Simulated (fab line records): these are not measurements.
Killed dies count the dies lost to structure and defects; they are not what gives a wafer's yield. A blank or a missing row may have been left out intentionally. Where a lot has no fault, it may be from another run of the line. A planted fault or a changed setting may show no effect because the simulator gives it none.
Matching of chambers -- flow nand_harc -- NHARC_P_GATE_DESCUM_93 on rie_diel-11 has 4 sister chambers
The step chemistry O2, time 3 s. 4 wafers are shown with their chamber, then 12 later ones without.

## WAFERS PAIRED WITH THEIR CHAMBERS
wafer,chamber,drypump_motor_current_A (A)
L083.1,0,6.0
L087.2,3,6.0
L087.3,2,5.3
L087.4,1,6.6

## WAFERS WITHOUT THEIR CHAMBER
wafer,drypump_motor_current_A (A)
L091.1,6.0
L091.4,6.6
L091.5,5.3
L095.2,5.3
L095.4,6.0
L095.6,6.0
L094.1,6.0
L094.2,6.0
L094.5,5.9
L097.2,5.3
L097.4,6.0
L097.6,5.3

## WHICH CHAMBER EACH ONE RAN IN
wafer,from the rows above,in truth
L091.1,can't be placed: 0 or 3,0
L091.4,1,1
L091.5,2,2
L095.2,2,2
L095.4,can't be placed: 0 or 3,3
L095.6,can't be placed: 0 or 3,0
L094.1,can't be placed: 0 or 3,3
L094.2,can't be placed: 0 or 3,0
L094.5,can't be placed: 0 or 3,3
L097.2,2,2
L097.4,can't be placed: 0 or 3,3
L097.6,2,2
Placed correctly: 5 of 12. Unplaceable from these rows: 7, with the true chamber sitting among the candidates in 7. Placed wrongly: 0.
How it was worked out, from the rows above alone: a wafer's distance from a chamber is the root of the sum, over the readings, of the square of ((its reading less the chamber's mean) divided by the reading's scatter). The wafer belongs to the nearest chamber; if the next one is less than 2 further off, it can't be placed. Each chamber's mean is taken over the wafers shown for it. The scatter: root of mean squared gap, hidden wafer to nearest shown wafer, with one shown wafer a chamber.
